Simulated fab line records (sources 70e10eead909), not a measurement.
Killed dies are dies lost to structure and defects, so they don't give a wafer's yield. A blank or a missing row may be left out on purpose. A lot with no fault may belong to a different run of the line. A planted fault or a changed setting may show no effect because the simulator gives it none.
Which tool did it?	flow nand_harc	11 lots, 33 wafers sampled, at 6 steps of a route of 1302

== WHAT THE GAUGES SHOWED, per wafer ==
NHARC_P_M1_CD_MEAS_09: target cd 130 nm.
lot	measured	on	cd_nm (nm)
L410	day 7 17:20	cd_sem-02	129.7 130.6 130.5
L411	day 8 03:56	cd_sem-01	129.4 129.2 129.6
L412	day 8 10:36	cd_sem-03	128.8 129.8 129.8
L413	day 8 18:17	cd_sem-01	131.3 130.5 129.3
L423	day 13 01:40	cd_sem-03	132.1 132.2 133.0
L425	day 13 16:23	cd_sem-03	132.8 131.6 132.4
L426	day 14 01:04	cd_sem-03	129.8 129.6 130.5
L427	day 14 20:00	cd_sem-01	129.9 129.8 130.4
L428	day 15 00:22	cd_sem-02	130.6 129.7 129.6
L429	day 15 05:19	cd_sem-02	129.2 129.5 129.5
L430	day 15 19:59	cd_sem-03	129.6 128.4 129.1

NHARC_END_SORT_01.
lot	measured	on	defect_limited_yield (%)	killed_at_array	killed_at_other	killed_at_periphery	killed_dies	killed_open	killed_short
L423	day 30 20:25	prober-02	92.3 90.0 89.5	51 66 70	0 1 0	1 1 1	52 68 71	2 2 0	0 2 1

== TOOL THAT RAN EACH LOT (tool first, then ch and the chambers of the sampled wafers, then the start) ==
lot	NHARC_P_M0_ANNEAL_30	NHARC_P_M1_PEB_07	NHARC_P_M1_DESCUM_14	NHARC_P_M1_ETCH_35
L410	rtp_anneal-02 ch 0, day 7 15:10	litho_track-06 ch 0, day 7 17:14	rie_diel-04 ch 0,3, day 7 17:31	rie_diel-04 ch 1,3, day 7 17:36
L411	rtp_anneal-02 ch 0, day 8 01:43	litho_track-01 ch 0, day 8 03:52	rie_diel-07 ch 1,2,3, day 8 04:07	rie_diel-07 ch 1,2, day 8 04:13
L412	rtp_anneal-02 ch 0, day 8 08:31	litho_track-01 ch 0, day 8 10:31	rie_diel-07 ch 0,1, day 8 10:48	rie_diel-07 ch 0,1,3, day 8 10:55
L413	rtp_anneal-02 ch 0, day 8 16:05	litho_track-06 ch 0, day 8 18:13	rie_diel-07 ch 0,1,3, day 8 18:29	rie_diel-07 ch 0,1,3, day 8 18:58
L423	rtp_anneal-01 ch 0, day 12 23:41	litho_track-01 ch 0, day 13 01:34	rie_diel-07 ch 1,3, day 13 01:50	rie_diel-07 ch 1,2, day 13 01:56
L425	rtp_anneal-02 ch 0, day 13 14:10	litho_track-01 ch 0, day 13 16:18	rie_diel-07 ch 0,1, day 13 16:35	rie_diel-07 ch 0,1,2, day 13 16:40
L426	rtp_anneal-01 ch 0, day 13 22:52	litho_track-04 ch 0, day 14 00:59	rie_diel-07 ch 0,1, day 14 01:15	rie_diel-07 ch 0,1,3, day 14 01:21
L427	rtp_anneal-01 ch 0, day 14 17:49	litho_track-06 ch 0, day 14 19:55	rie_diel-09 ch 0,1,2, day 14 20:11	rie_diel-09 ch 0,1,3, day 14 20:17
L428	rtp_anneal-02 ch 0, day 14 22:17	litho_track-06 ch 0, day 15 00:17	rie_diel-04 ch 0,1,2, day 15 00:34	rie_diel-04 ch 2,3, day 15 00:38
L429	rtp_anneal-01 ch 0, day 15 03:16	litho_track-04 ch 0, day 15 05:14	rie_diel-04 ch 0,1,2, day 15 05:31	rie_diel-04 ch 0,1,3, day 15 05:35
L430	rtp_anneal-02 ch 0, day 15 17:47	litho_track-04 ch 0, day 15 19:55	rie_diel-07 ch 0,3, day 15 20:14	rie_diel-07 ch 0,3, day 15 20:20
- NHARC_P_M0_ANNEAL_30: time 90 s.
- NHARC_P_M1_PEB_07: peb time 65 s.
- NHARC_P_M1_DESCUM_14: chemistry O2, time 3 s.
- NHARC_P_M1_ETCH_35: etches the open film in N2/H2, target depth 40 nm, overetch 12 nm, time 43.94 s.

== AS READ BY THE TOOLS THEMSELVES (means over the sampled wafers that have a number; for cases with no such wafer, the mark the record gives instead) ==
NHARC_P_M0_ANNEAL_30.
lot	tool	wafer_temp_C_max
L410	rtp_anneal-02	225.7
L411	rtp_anneal-02	225.8
L412	rtp_anneal-02	225.7
L413	rtp_anneal-02	225.5
L423	rtp_anneal-01	226.2
L425	rtp_anneal-02	225.7
L426	rtp_anneal-01	226.5
L427	rtp_anneal-01	226.6
L428	rtp_anneal-02	225.4
L429	rtp_anneal-01	226.2
L430	rtp_anneal-02	225.5

NHARC_P_M1_PEB_07.
lot	tool	heater_power_total_W (W)	plate_temp_C (C)
L410	litho_track-06	157.0	99.87
L411	litho_track-01	156.3	100.17
L412	litho_track-01	156.6	100.10
L413	litho_track-06	157.0	100.06
L423	litho_track-01	158.6	100.80
L425	litho_track-01	158.4	100.96
L426	litho_track-04	156.5	100.21
L427	litho_track-06	156.4	99.98
L428	litho_track-06	157.0	99.99
L429	litho_track-04	156.6	99.89
L430	litho_track-04	156.3	99.84

NHARC_P_M1_DESCUM_14.
lot	tool	drypump_motor_current_A (A)	oes_product_au (a.u.)	rf_vpp_V (V)	showerhead_plenum_p_Torr (Torr)	throttle_valve_pct (%)
L410	rie_diel-04	6.3	0.991	58.0	2.03	11.301
L411	rie_diel-07	6.1	1.001	57.4	1.89	11.308
L412	rie_diel-07	6.3	0.987	58.5	1.97	11.322
L413	rie_diel-07	6.2	0.989	57.4	1.98	11.320
L423	rie_diel-07	6.3	0.994	57.7	1.94	11.310
L425	rie_diel-07	6.2	0.999	58.3	2.00	11.315
L426	rie_diel-07	6.2	0.989	57.9	2.00	11.316
L427	rie_diel-09	5.6	1.010	58.0	1.91	11.317
L428	rie_diel-04	6.1	0.997	58.5	1.92	11.310
L429	rie_diel-04	6.1	1.006	58.5	1.92	11.311
L430	rie_diel-07	6.1	0.995	57.1	2.01	11.308

NHARC_P_M1_ETCH_35.
lot	tool	drypump_motor_current_A (A)	oes_product_au (a.u.)	rf_vpp_V (V)	showerhead_plenum_p_Torr (Torr)	throttle_valve_pct (%)
L410	rie_diel-04	5.4	0.992	431.2	2.08	14.171
L411	rie_diel-07	6.2	1.006	429.7	2.01	14.167
L412	rie_diel-07	6.2	0.995	432.1	2.11	14.172
L413	rie_diel-07	6.2	0.990	432.3	2.11	14.176
L423	rie_diel-07	6.2	0.994	430.1	2.00	14.168
L425	rie_diel-07	6.1	1.008	430.3	2.04	14.176
L426	rie_diel-07	6.2	0.997	432.3	2.11	14.175
L427	rie_diel-09	5.4	1.010	431.1	2.07	14.169
L428	rie_diel-04	6.1	1.006	432.1	2.12	14.174
L429	rie_diel-04	5.9	1.003	432.3	2.12	14.174
L430	rie_diel-07	6.1	0.985	432.7	2.11	14.175

== THE ANSWER, worked out from the rows above alone ==
Rule: usual is defined by the lots themselves. Put in order of their means at a reading, lots are off if they are a third of the lots or fewer, leave a main group of 4 or more, and stand apart from it by a gap of 3 or more times the standard deviation of the main group's means; of several such gaps the widest counts. If all means in a main group match to the digits the tables above print for the reading, that group is not used. A lot without any number at a reading at which 4 lots or more have one is off too. Any other lot the step has rows for is counted as sound. The gauges are gone through in route order, then the tools' own readings, and for those a lot's mean is taken as printed above. At the first step where some lot is off, the reading lying furthest off is the one used; lots without a number count as furthest.
Off: L423, L425 (NHARC_P_M1_CD_MEAS_09, cd_nm). Mean 129.8 nm and standard deviation 0.43 in the main group.
If a tool, at a process step before that reading, ran all the lots that are off and no sound lot after the first of them, it fits. The gauges at NHARC_P_M1_CD_MEAS_09 aren't tried: what is off there is off at NHARC_P_M1_PEB_07 too, on other tools, and a gauge's error can't cause that. One fits: litho_track-01 at NHARC_P_M1_PEB_07. Its last sound lot is L412 (day 8 10:31), its first lot that is off L423 (day 13 01:34): a fault that began between those two fits.
The tool's own readings at NHARC_P_M1_PEB_07 bear it out: on the lots that are off they differ by more than 5 times the standard deviation of the sound lots' means. heater_power_total_W reads 158.5 W there against 156.6 W on the sound lots; plate_temp_C reads 100.88 C there against 100.01 C on the sound lots.

== WHAT THE SIMULATOR HAD PUT IN ==
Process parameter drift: litho_track-01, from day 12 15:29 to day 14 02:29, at NHARC_P_M1_PEB_07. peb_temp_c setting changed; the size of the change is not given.
Shown lots that were struck: L423, L425. The same result came from the rule above.
